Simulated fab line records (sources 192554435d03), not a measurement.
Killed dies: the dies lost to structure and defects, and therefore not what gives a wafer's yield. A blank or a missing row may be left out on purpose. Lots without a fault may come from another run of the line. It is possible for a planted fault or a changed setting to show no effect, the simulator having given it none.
fab line records	flow n5_finfet
record: lots: 7	wafers: 21
route steps=1938 shown BEOL_M9@1459 BEOL_M10@1512 BEOL_M12@1649 BEOL_M13@1710 BEOL_M14@1719 PASSIVATION@1901
start_h: the number of hours between the record's first day and the start of the first shown wafer of the lot	wait_h: time in hours since the lot's previous step	" as in the row above	L1.1+2: a single row standing in for several wafers	- no value, or no start was given	* or withheld: withheld	< > ~ a bound
route shown NAME@n: a module of which the file shows steps, and the number in the route of the first	usual: mean/standard deviation of fault-free wafers	same: alike in all rows	chamber/n: place in a boat	sites: readings site by site	_std_site: standard deviation of those values	_edge_site: outer sites' mean less inner sites'	radius_mm: how far each site lies from the wafer's centre	mask NAME#n: copy n	behind: tool/chamber where the wafer was last shaped	hold: why the lot was held/for how many hours/how that ended	device: transistor that didn't switch, given as n, p or np	end of line: at the end of the route, the tests of the same wafers	for a step that has no rows: nothing shown but its recipe	killed: dies lost to structure and defects at the first sort, not the wafer's yield	map: shows each die of a wafer: x if killed, . if not, _ if none is there
set.NAME: the setting the step ran with; set.NAME@STEP: the setting that earlier step ran with	model.NAME: the simulator's own value behind a step, which no gauge read
lots where settings were altered on purpose, with a table for each step and a row for each wafer
== steps ==
step: N5_BEOL_M9_SURFACE_TREAT_79
recipe: gas: Ar	time_s: *	ion_energy_ev: *	ion_current_ma_cm2: 0.5	pressure_mtorr: *	ar_flow_sccm: 30
lot.wafer	tool	chamber	start_h	wait_h	set.time_s
L075.1+2+6	pvd_sputter-02	-	238.66	0.2	*
L078.1+5	pvd_sputter-01	-	285.54	0.4	*
L078.3	"	-	"	"	*
L079.1	pvd_sputter-01	-	310.32	0.2	*
L079.3+6	"	-	"	"	*
L081.4+5+6	pvd_sputter-01	-	320.66	0.2	*
L086.2+4	pvd_sputter-03	-	347.72	0.4	*
L086.3	"	-	"	"	*
L089.2+3+6	pvd_sputter-02	-	358.57	0.2	*
L090.1+4+5	pvd_sputter-03	-	365.87	0.3	*
step: N5_BEOL_M9_CVD_78
recipe: material: Co	target_thk_a: 20	temp_c: withheld	precursor: CCTBA/H2	pressure_torr: 30	time_s: 138.9
step: N5_BEOL_M9_SPUTTER_48
recipe: material: Cu	target_thk_a: 120	temp_c: -20	bias_v: 60	power_w: 26000	chamber_pressure_pa: 0.13	time_s: 2
step: N5_BEOL_M9_ECD_50
recipe: material: Cu	target_thk_a: 3180
step: N5_BEOL_M9_ANNEAL_51
recipe: temp_c: 225	time_s: 90	ambient: N2
step: N5_BEOL_M9_CMP_52
recipe: stop_on: SiCOH_lowk	t_overpolish_s: 7	down_force_psi: 1	platen_rpm: 50	clearing_platen_down_force_psi: 1.5	clearing_platen_rpm: 50	post_cmp_clean: cu_alkaline	target_thk_nm: 140	clearing_platen_pad_velocity_m_s: 0.99484	pad_velocity_m_s: 0.99484
lot.wafer	tool	chamber	start_h	wait_h	set.time_s@BEOL_M9_TRENCH_ETCH_37	model.Cu_of_BEOL_M9_ECD_50.thk_nm
L075.1	cmp-02	1	239.40	0.3	49	138.4
L075.2	"	3	"	"	49	142
L075.6	"	1	"	"	49	140
L078.3	cmp-03	2	287.99	0.2	49	136
L078.1	"	1	"	"	49	141.4
L078.5	"	2	"	"	49	143
L079.1	cmp-03	3	311.32	0.5	55.92	161.4
L079.3	"	2	"	"	49	139.8
L079.6	"	3	"	"	49	142.8
L081.4	cmp-03	3	321.63	0.2	52.49	151.8
L081.6	"	0	"	"	49	137.8
L081.5	"	1	"	"	49	132.2
L086.2	cmp-02	1	348.81	0.4	49	141.2
L086.4	"	2	"	"	49	134.6
L086.3	"	3	"	"	49	138.8
L089.2	cmp-03	0	359.60	0.2	49	139.2
L089.3	"	1	"	"	49	138.8
L089.6	"	0	"	"	42.99	123
L090.1	cmp-04	2	366.83	0.5	49	141.4
L090.4	"	0	"	"	49	131
L090.5	"	3	"	"	49	141.2
step: N5_BEOL_M9_THK_MEAS_53
recipe: thk_meas_gauge: xrf	reads: Cu_of_BEOL_M9_ECD_50
usual: M9_THK: 141/4.5
lot.wafer	tool	chamber	start_h	wait_h	set.time_s@BEOL_M9_TRENCH_ETCH_37	M9_THK[nm]
L075.1	film_metro-01	-	239.69	-	49	140
L075.2	"	-	"	"	49	144
L075.6	"	-	"	"	49	143
L078.1	film_metro-02	-	288.28	-	49	145
L078.3	"	-	"	"	49	140
L078.5	"	-	"	"	49	147
L079.1	film_metro-01	-	311.61	-	55.92	163
L079.3	"	-	"	"	49	142
L079.6	"	-	"	"	49	144
L081.4	film_metro-02	-	321.82	-	52.49	154
L081.5	"	-	"	"	49	134
L081.6	"	-	"	"	49	140
L086.2	film_metro-02	-	349.07	-	49	143
L086.3	"	-	"	"	49	141
L086.4	"	-	"	"	49	136
L089.2	film_metro-01	-	359.85	-	49	139
L089.3	"	-	"	"	49	139
L089.6	"	-	"	"	42.99	123
L090.1	film_metro-01	-	367.12	-	49	142
L090.4	"	-	"	"	49	130
L090.5	"	-	"	"	49	140
step: N5_BEOL_M9_PRE_CLEAN_55
recipe: gas: NH3	time_s: 15	temp_c: withheld	rf_power_w: 300
step: N5_BEOL_M9_DEP_56
recipe: material: SiCN	target_thk_a: 150	temp_c: withheld	precursor: 3MS/NH3	pressure_torr: 3	rf_w: 202	time_s: 26.5
step: N5_BEOL_M9_RS_MEAS_57
recipe: thk_meas_gauge: four-point-probe	reads: Cu_of_BEOL_M9_ECD_50+Co_of_BEOL_M9_CVD_78+TaN_of_BEOL_M9_ALD_74
usual: M9_RS: 0.152/0.0051
lot.wafer	tool	chamber	start_h	wait_h	set.time_s@BEOL_M9_TRENCH_ETCH_37	M9_RS[ohm/sq]
L075.1	film_metro-02	-	239.82	0.1	49	0.153
L075.2	"	-	"	"	49	0.148
L075.6	"	-	"	"	49	0.151
L078.1	film_metro-01	-	288.42	0.1	49	0.150
L078.3	"	-	"	"	49	0.155
L078.5	"	-	"	"	49	0.147
L079.1	film_metro-01	-	311.75	0.1	55.92	0.129
L079.3	"	-	"	"	49	0.151
L079.6	"	-	"	"	49	0.147
L081.4	film_metro-01	-	321.96	0.0	52.49	0.138
L081.5	"	-	"	"	49	0.161
L081.6	"	-	"	"	49	0.153
L086.2	film_metro-02	-	349.24	0.1	49	0.149
L086.3	"	-	"	"	49	0.152
L086.4	"	-	"	"	49	0.157
L089.2	film_metro-01	-	359.99	0.1	49	0.151
L089.3	"	-	"	"	49	0.152
L089.6	"	-	"	"	42.99	0.174
L090.1	film_metro-01	-	367.26	0.1	49	0.149
L090.4	"	-	"	"	49	0.162
L090.5	"	-	"	"	49	0.149
step: N5_BEOL_M10_TRENCH_ETCH_37
recipe: chemistry: C4F6/O2	target_depth_a: 1488.3	target: SiCOH_lowk	time_s: 48	ion_energy_ev: 250	pressure_mtorr: 30	source_w: 345	bias_w: 185	Ar_flow_sccm: 300	C4F6_flow_sccm: 10	O2_flow_sccm: 10
lot.wafer	tool	chamber	start_h	wait_h	set.bias_w	model.BEOL_M10.feature_depth_nm	model.etch.depth_nm
L075.1	rie_diel-03	1	-	-	185	144.8	144.8
L075.2	"	0	"	"	185	147.6	147.6
L075.6	"	0	"	"	185	147.2	147.1
L078.1	rie_diel-01	0	-	-	185	143.6	143.7
L078.3	"	3	"	"	185	144.4	144.4
L078.5	"	3	"	"	185	146.6	146.6
L079.1	rie_diel-03	1	-	-	185	146.4	146.5
L079.3	"	2	"	"	210	158	158.1
L079.6	"	3	"	"	185	147.8	147.7
L081.4	rie_diel-05	3	-	-	203.8	154.4	154.4
L081.5	"	1	"	"	185	150	149.9
L081.6	"	0	"	"	185	148.4	148.3
L086.2	rie_diel-03	2	-	-	185	149.4	149.3
L086.3	"	1	"	"	185	145.6	145.5
L086.4	"	0	"	"	171.5	142.4	142.4
L089.2	rie_diel-01	0	-	-	201.9	147.2	147.2
L089.3	"	3	"	"	201.9	150.2	150.3
L089.6	"	3	"	"	201.9	150.6	150.6
L090.1	rie_diel-01	2	-	-	185	152.4	152.4
L090.4	"	1	"	"	185	150.6	150.6
L090.5	"	2	"	"	185	150.6	150.5
step: N5_BEOL_M10_ETCH_41
recipe: chemistry: CH3F/O2	target: SiCN	target_depth_a: 426	taper_deg: 2	time_s: 86	ion_energy_ev: 120	mask_material: TiN	pressure_mtorr: 30	source_w: 395	bias_w: 75	Ar_flow_sccm: 150	CH3F_flow_sccm: 30	O2_flow_sccm: 20
usual: rf_vpp_V: 296.8/1.7
lot.wafer	tool	chamber	start_h	wait_h	set.source_w	rf_vpp_V	model.etch.depth_nm
L075.1	rie_diel-03	1	-	-	395	298.4	31.82
L075.2	"	0	"	"	395	296.5	32.02
L075.6	"	0	"	"	395	296.1	32.23
L078.1	rie_diel-01	0	-	-	330.5	313.7	29.68
L078.3	"	3	"	"	330.5	312.6	30.21
L078.5	"	3	"	"	395	293.4	32.52
L079.1	rie_diel-03	1	-	-	358.4	307.6	31
L079.3	"	2	"	"	358.4	308.5	31.88
L079.6	"	3	"	"	395	297.3	32.68
L081.4	rie_diel-05	3	-	-	395	296.8	32.31
L081.5	"	1	"	"	395	295.7	32.74
L081.6	"	0	"	"	434.6	288.0	33.21
L086.2	rie_diel-03	2	-	-	450.6	284.3	34.79
L086.3	"	1	"	"	395	298.7	32.23
L086.4	"	0	"	"	450.6	284.2	34.11
L089.2	rie_diel-01	0	-	-	395	295.5	31.39
L089.3	"	3	"	"	326.6	312.5	29.88
L089.6	"	3	"	"	395	293.3	32.19
L090.1	rie_diel-01	2	-	-	395	297.5	33.29
L090.4	"	1	"	"	395	295.8	33.01
L090.5	"	2	"	"	395	297.6	33.39
step: N5_BEOL_M10_STRIP_77
recipe: chemistry: N2/H2	time_s: 10	power_w: 450	temp_c: 40	pressure_mtorr: 20	rf_frequency_hz: 6e+07	bias_power_w: 7	n2_flow_sccm: 200	h2_flow_sccm: 200
step: N5_BEOL_M10_OCD_MEAS_38
usual: trench_depth_nm: 148.2/3
lot.wafer	tool	chamber	start_h	wait_h	set.bias_w@BEOL_M10_TRENCH_ETCH_37	trench_depth_nm
L075.1	ocd-01	-	246.65	-	185	144.8
L075.2	"	-	"	"	185	147.3
L075.6	"	-	"	"	185	147.1
L078.1	ocd-02	-	295.47	-	185	143.8
L078.3	"	-	"	"	185	144.1
L078.5	"	-	"	"	185	146.7
L079.1	ocd-02	-	319.73	-	185	146.2
L079.3	"	-	"	"	210	158.4
L079.6	"	-	"	"	185	147.9
L081.4	ocd-01	-	325.50	-	203.8	154.2
L081.5	"	-	"	"	185	149.3
L081.6	"	-	"	"	185	148.5
L086.2	ocd-02	-	357.55	-	185	149.6
L086.3	"	-	"	"	185	145.3
L086.4	"	-	"	"	171.5	141.9
L089.2	ocd-01	-	364.77	-	201.9	147.1
L089.3	"	-	"	"	201.9	150.7
L089.6	"	-	"	"	201.9	150.6
L090.1	ocd-02	-	374.55	-	185	152.4
L090.4	"	-	"	"	185	150.7
L090.5	"	-	"	"	185	150.2
step: N5_BEOL_M12_SPUTTER_44
recipe: material: Ta	target_thk_a: 100	temp_c: 50	bias_v: 80	power_w: 15000	chamber_pressure_pa: 0.07	time_s: 16.13
lot.wafer	tool	chamber	start_h	wait_h	set.time_s	model.Ta_of_BEOL_M12_SPUTTER_44.thk_nm
L075.1+6	pvd_sputter-02	-	262.31	0.0	16.13	10
L075.2	"	-	"	"	16.13	10.2
L078.1+5	pvd_sputter-03	-	310.60	0.0	16.13	9.8
L078.3	"	-	"	"	16.13	10
L079.1+6	pvd_sputter-01	-	333.57	0.0	16.13	10
L079.3	"	-	"	"	16.13	10.2
L081.4	pvd_sputter-02	-	343.72	0.0	16.13	9.8
L081.5	"	-	"	"	16.13	10.2
L081.6	"	-	"	"	16.13	10
L086.2	pvd_sputter-03	-	375.73	0.0	16.13	10
L086.3	"	-	"	"	16.13	10.2
L086.4	"	-	"	"	17.59	11
L089.2	pvd_sputter-03	-	380.89	0.0	16.13	10.2
L089.3+6	"	-	"	"	17.23	10.8
L090.1	pvd_sputter-01	-	389.58	0.0	14.28	8.8
L090.4	"	-	"	"	14.28	9
L090.5	"	-	"	"	16.13	10
step: N5_BEOL_M13_CMP_49
recipe: stop_on: SiOC	t_overpolish_s: 17.1	down_force_psi: 1	platen_rpm: 50	clearing_platen_down_force_psi: 1.5	clearing_platen_rpm: 50	post_cmp_clean: cu_alkaline	target_thk_nm: 420	clearing_platen_pad_velocity_m_s: 0.99484	pad_velocity_m_s: 0.99484
usual: barrier_field_endpoint_s: 30.3/0.85
lot.wafer	tool	chamber	start_h	wait_h	set.down_force_psi	barrier_field_endpoint_s
L075.2	cmp-02	2	266.83	0.3	1	30.8
L075.1	"	3	"	"	1	30.6
L075.6	"	0	"	"	1	30.0
L078.3	cmp-03	1	316.77	0.3	0.8393	36.1
L078.1	"	2	"	"	0.8393	36.1
L078.5	"	2	"	"	1	30.0
L079.1	cmp-04	3	344.61	0.3	1	29.2
L079.3	"	0	"	"	0.8824	34.1
L079.6	"	2	"	"	1	30.4
L081.4	cmp-04	2	357.27	0.2	1	31.4
L081.5	"	0	"	"	1	29.9
L081.6	"	1	"	"	0.7956	39.3
L086.3	cmp-03	1	382.59	0.2	1	28.1
L086.4	"	2	"	"	1	29.3
L086.2	"	3	"	"	1	29.6
L089.3	cmp-02	3	386.25	0.3	1	29.6
L089.2	"	0	"	"	1	30.5
L089.6	"	1	"	"	1.2	24.7
L090.4	cmp-03	2	395.27	0.1	0.8526	34.5
L090.1	"	0	"	"	1	30.1
L090.5	"	2	"	"	0.8526	35.0
step: N5_BEOL_M14_COAT_04
recipe: spin_rpm: 1704	resist_thk_nm: 800
lot.wafer	tool	chamber	start_h	wait_h	set.spin_rpm	model.coat_of_BEOL_M14_COAT_04.thk_nm
L075.1	litho_track-04	0	-	-	1704	798.6
L075.2	"	0	"	"	1704	799.2
L075.6	"	0	"	"	1704	800
L078.1	litho_track-04	0	-	-	1587	828.2
L078.3	"	0	"	"	1704	800.8
L078.5	"	0	"	"	1704	801.4
L079.1	litho_track-05	0	-	-	1548	842.2
L079.3	"	0	"	"	1704	798.6
L079.6	"	0	"	"	1548	840.2
L081.4	litho_track-05	0	-	-	1704	802.2
L081.5+6	"	0	"	"	1704	799.4
L086.2	litho_track-01	0	-	-	1572	832.6
L086.3	"	0	"	"	1704	799.8
L086.4	"	0	"	"	1572	835.4
L089.2	litho_track-04	0	-	-	1704	804.8
L089.3	"	0	"	"	1704	801.6
L089.6	"	0	"	"	1645	820.6
L090.1	litho_track-04	0	-	-	1704	802.8
L090.4	"	0	"	"	1704	805.8
L090.5	"	0	"	"	1625	823.6
step: N5_BEOL_M14_EBR_06
recipe: solvent: PGMEA	ebr_width_mm: 1.5
step: N5_BEOL_M14_SOFTBAKE_05
recipe: temp_c: 130	time_s: 60
step: N5_BEOL_M14_DESCUM_15
recipe: chemistry: O2	time_s: 7.9	source_power_w: 50	bias_power_w: 20	pressure_mtorr: 20	rf_frequency_hz: 2.712e+07	temp_c: 40	o2_flow_sccm: 225
step: N5_BEOL_M14_ETCH_59
recipe: chemistry: N2/H2	target: BARC	target_depth_a: 890	overetch_a: 267	time_s: 67.9	ion_energy_ev: 200	pressure_mtorr: 30	source_w: 840	bias_w: 150	n2_flow_sccm: 200	h2_flow_sccm: 200
lot.wafer	tool	chamber	start_h	wait_h	set.spin_rpm@BEOL_M14_COAT_04	model.coat_of_BEOL_M14_COAT_04.thk_nm
L075.1	rie_diel-01	3	267.86	0.0	1704	716
L075.2	"	1	"	"	1704	714.6
L075.6	"	1	"	"	1704	715.4
L078.1	rie_diel-05	0	318.00	0.0	1587	746.6
L078.3	"	2	"	"	1704	715.8
L078.5	"	3	"	"	1704	718.8
L079.1	rie_diel-01	2	345.92	0.0	1548	757.8
L079.3	"	0	"	"	1704	718.4
L079.6	"	2	"	"	1548	756
L081.4	rie_diel-03	0	358.41	0.0	1704	720.4
L081.5	"	3	"	"	1704	716.6
L081.6	"	0	"	"	1704	717.2
L086.2	rie_diel-05	3	384.04	0.0	1572	750.4
L086.3	"	0	"	"	1704	717.8
L086.4	"	1	"	"	1572	754
L089.2	rie_diel-03	0	387.28	0.0	1704	722.8
L089.3	"	3	"	"	1704	719.2
L089.6	"	0	"	"	1645	738.4
L090.1	rie_diel-03	1	396.41	0.0	1704	721.2
L090.4	"	0	"	"	1704	724.6
L090.5	"	0	"	"	1625	742.4
step: N5_BEOL_M14_VIA_ETCH_16
recipe: chemistry: C4F8/O2/Ar	target: SiO2	he_inner_torr: 15	he_outer_torr: 30	target_depth_a: 12313	time_s: withheld	ion_energy_ev: 800	pressure_mtorr: 20	source_w: 1905	bias_w: 2040	Ar_flow_sccm: 400	C4F8_flow_sccm: 16	O2_flow_sccm: 12	ends: cleared
lot.wafer	tool	chamber	start_h	wait_h	set.spin_rpm@BEOL_M14_COAT_04	model.coat_of_BEOL_M14_COAT_04.thk_nm
L075.1	rie_diel-01	3	267.91	0.0	1704	456.2
L075.2	"	1	"	"	1704	449.6
L075.6	"	1	"	"	1704	447
L078.1	rie_diel-05	0	318.05	0.0	1587	490.2
L078.3	"	2	"	"	1704	451.8
L078.5	"	3	"	"	1704	453.4
L079.1	rie_diel-01	2	345.97	0.0	1548	493
L079.3	"	0	"	"	1704	453.4
L079.6	"	2	"	"	1548	483.6
L081.4+5	rie_diel-03	0,3	358.46	0.0	1704	456.6
L081.6	"	0	"	"	1704	455.4
L086.2	rie_diel-05	3	384.09	0.0	1572	481.8
L086.3	"	0	"	"	1704	454.6
L086.4	"	1	"	"	1572	486
L089.2	rie_diel-03	0	387.33	0.0	1704	461.8
L089.3	"	3	"	"	1704	450.4
L089.6	"	0	"	"	1645	472.2
L090.1	rie_diel-03	1	396.46	0.0	1704	460
L090.4	"	0	"	"	1704	463.4
L090.5	"	0	"	"	1625	481
step: N5_BEOL_M14_SPUTTER_43
recipe: material: TaN	target_thk_a: 150	temp_c: 50	bias_v: 168.6	power_w: 15000	chamber_pressure_pa: 0.12	time_s: 24.19
lot.wafer	tool	chamber	start_h	wait_h	set.power_w	model.TaN_of_BEOL_M14_SPUTTER_43.thk_nm
L075.1+6	pvd_sputter-02	-	269.74	0.0	15000	15
L075.2	"	-	"	"	15000	14.8
L078.1	pvd_sputter-01	-	320.42	0.0	12880	12.8
L078.3+5	"	-	"	"	15000	15
L079.1+3	pvd_sputter-03	-	348.24	0.0	17380	17.4
L079.6	"	-	"	"	15000	15
L081.4	pvd_sputter-02	-	361.71	0.0	15000	14.8
L081.5	"	-	"	"	12840	12.8
L081.6	"	-	"	"	15000	15
L086.2	pvd_sputter-03	-	388.96	0.0	13560	13.4
L086.3	"	-	"	"	15000	15.2
L086.4	"	-	"	"	15000	14.8
L089.2	pvd_sputter-02	-	389.98	0.0	16050	16
L089.3	"	-	"	"	15000	14.8
L089.6	"	-	"	"	15000	15.4
L090.1+5	pvd_sputter-01	-	401.41	0.0	15000	14.6
L090.4	"	-	"	"	16150	15.6
step: N5_PASSIVATION_EXPOSE_27
recipe: mask_id: PAD	na: 0.55	source_shape: conventional	sigma_outer: 0.8	polarization: unpolarized	defocus_nm: 0	dose_mj: 32.3
lot.wafer	tool	chamber	start_h	wait_h	mask	set.dose_mj
L075.1+2+6	krf_scanner-02	0	289.14	-	PAD#0	32.3
L078.1+5	krf_scanner-02	0	336.51	-	PAD#0	33.22
L078.3	"	0	"	"	PAD#0	32.3
L079.1+3	krf_scanner-01	0	366.64	-	PAD#0	32.3
L079.6	"	0	"	"	PAD#0	34.01
L081.4+6	krf_scanner-02	0	376.18	-	PAD#0	30.62
L081.5	"	0	"	"	PAD#0	32.3
L086.2+3	krf_scanner-02	0	409.00	-	PAD#0	30.2
L086.4	"	0	"	"	PAD#0	32.3
L089.2+6	krf_scanner-02	0	412.07	-	PAD#0	32.3
L089.3	"	0	"	"	PAD#0	34.36
L090.1+4	krf_scanner-02	0	419.36	-	PAD#0	32.3
L090.5	"	0	"	"	PAD#0	33.31
step: N5_PASSIVATION_PEB_28
recipe: peb_temp_c: withheld	peb_time_s: *
step: N5_PASSIVATION_DEVELOP_29
recipe: develop_time_s: 60	rinse_liquid: diw	dry: air_spin	dev_temp_c: 21
step: N5_PASSIVATION_HARDBAKE_31
recipe: temp_c: 130	time_s: 120
step: N5_PASSIVATION_CD_MEAS_30
recipe: target_cd_nm: 4000	landing_energy_ev: 500	detector: se_inlens	polarity: opening
usual: cd_nm: 3999.9/2.1
lot.wafer	tool	chamber	start_h	wait_h	set.dose_mj@PASSIVATION_EXPOSE_27	cd_nm
L075.1	cd_sem-01	0	289.31	-	32.3	3999.3
L075.2	"	0	"	"	32.3	3997.0
L075.6	"	0	"	"	32.3	4000.1
L078.1	cd_sem-01	0	336.69	-	33.22	4004.8
L078.3	"	0	"	"	32.3	4000.1
L078.5	"	0	"	"	33.22	4007.2
L079.1	cd_sem-03	0	366.82	-	32.3	3999.9
L079.3	"	0	"	"	32.3	3997.0
L079.6	"	0	"	"	34.01	4011.0
L081.4	cd_sem-03	0	376.34	-	30.62	3991.2
L081.5	"	0	"	"	32.3	3997.4
L081.6	"	0	"	"	30.62	3991.9
L086.2	cd_sem-03	0	409.17	-	30.2	3984.9
L086.3	"	0	"	"	30.2	3989.3
L086.4	"	0	"	"	32.3	3998.6
L089.2	cd_sem-03	0	412.24	-	32.3	4000.6
L089.3	"	0	"	"	34.36	4012.4
L089.6	"	0	"	"	32.3	4000.8
L090.1	cd_sem-03	0	419.54	-	32.3	4001.8
L090.4	"	0	"	"	32.3	3998.7
L090.5	"	0	"	"	33.31	4005.3
step: N5_PASSIVATION_ETCH_54
recipe: chemistry: CHF3/O2	target: SiO2	target_depth_a: 8800	CHF3_flow_sccm: 50	O2_flow_sccm: 5	Ar_flow_sccm: 200	time_s: 440	mask_material: PR	pressure_mtorr: 30	source_w: 650	bias_w: 170	ion_energy_ev: 200
lot.wafer	tool	chamber	start_h	wait_h	set.time_s	model.etch.depth_nm	model.PASSIVATION.feature_depth_nm
L075.1	rie_diel-05	1	291.54	0.1	440	888.1	888.2
L075.2	"	2	"	"	440	902.1	902.2
L075.6	"	3	"	"	440	863.7	863.8
L078.1	rie_diel-01	1	338.78	0.1	534.7	1101	1101
L078.3	"	3	"	"	534.7	1068	1068
L078.5	"	0	"	"	440	859.4	859.4
L079.1	rie_diel-01	1	369.17	0.1	472.8	971.8	971.8
L079.3	"	0	"	"	440	846.4	846.4
L079.6	"	2	"	"	440	905.3	905.4
L081.4	rie_diel-03	2	378.96	0.1	412.7	821.2	821.2
L081.5	"	1	"	"	440	857.1	857.2
L081.6	"	2	"	"	440	880	880
L086.2	rie_diel-01	0	411.45	0.1	440	848.1	848.2
L086.3	"	3	"	"	341.2	666.8	666.8
L086.4	"	2	"	"	341.2	699.3	699.2
L089.2	rie_diel-05	2	414.58	0.1	440	920.3	920.2
L089.3	"	1	"	"	440	884.5	884.6
L089.6	"	0	"	"	398.4	799.7	799.8
L090.1	rie_diel-03	0	421.63	0.1	440	860.2	860.2
L090.4	"	1	"	"	440	853.4	853.4
L090.5	"	0	"	"	440	865.8	865.8
== key ==
split: step: N5_BEOL_M9_SURFACE_TREAT_79	setting: time_s	stated: *	by: wafer
response none clear
split: step: N5_BEOL_M10_TRENCH_ETCH_37	setting: bias_w	stated: 185	by: wafer
response: step: N5_BEOL_M10_TRENCH_ETCH_37	reading: model.BEOL_M10.feature_depth_nm	change: +0.7	per: 1%	r: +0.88
response: step: N5_BEOL_M10_TRENCH_ETCH_37	reading: model.etch.depth_nm	change: +0.704	per: 1%	r: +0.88
response: step: N5_BEOL_M10_OCD_MEAS_38	reading: trench_depth_nm	change: +0.732	per: 1%	r: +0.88
split: step: N5_BEOL_M10_ETCH_41	setting: source_w	stated: 395	by: wafer
response: step: N5_BEOL_M10_ETCH_41	reading: rf_vpp_V	change: -1.07	per: 1%	r: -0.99
response: step: N5_BEOL_M10_ETCH_41	reading: model.etch.depth_nm	change: +0.131	per: 1%	r: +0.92
split: step: N5_BEOL_M12_SPUTTER_44	setting: time_s	stated: 16.13	by: wafer
response: step: N5_BEOL_M12_SPUTTER_44	reading: model.Ta_of_BEOL_M12_SPUTTER_44.thk_nm	change: +0.0956	per: 1%	r: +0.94
split: step: N5_BEOL_M13_CMP_49	setting: down_force_psi	stated: 1	by: wafer
response: step: N5_BEOL_M13_CMP_49	reading: barrier_field_endpoint_s	change: -0.349	per: 1%	r: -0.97
split: step: N5_BEOL_M14_COAT_04	setting: spin_rpm	stated: 1704	by: wafer
response: step: N5_BEOL_M14_COAT_04	reading: model.coat_of_BEOL_M14_COAT_04.thk_nm	change: -4.41	per: 1%	r: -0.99
response: step: N5_BEOL_M14_ETCH_59	reading: model.coat_of_BEOL_M14_COAT_04.thk_nm	change: -4.33	per: 1%	r: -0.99
response: step: N5_BEOL_M14_VIA_ETCH_16	reading: model.coat_of_BEOL_M14_COAT_04.thk_nm	change: -4.23	per: 1%	r: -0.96
split: step: N5_BEOL_M14_SPUTTER_43	setting: power_w	stated: 15000	by: wafer
response: step: N5_BEOL_M14_SPUTTER_43	reading: model.TaN_of_BEOL_M14_SPUTTER_43.thk_nm	change: +0.15	per: 1%	r: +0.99
split: step: N5_PASSIVATION_EXPOSE_27	setting: dose_mj	stated: 32.3	by: wafer
response: step: N5_PASSIVATION_CD_MEAS_30	reading: cd_nm	change: +1.79	per: 1%	r: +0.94
split: step: N5_PASSIVATION_ETCH_54	setting: time_s	stated: 440	by: wafer
response: step: N5_PASSIVATION_ETCH_54	reading: model.etch.depth_nm	change: +9.14	per: 1%	r: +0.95
response: step: N5_PASSIVATION_ETCH_54	reading: model.PASSIVATION.feature_depth_nm	change: +9.15	per: 1%	r: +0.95
split outside_this_file step=N5_BEOL_M9_TRENCH_ETCH_37 setting=time_s
split outside_this_file: this setting was split too, and the file shows its column; the key of that split is in another file
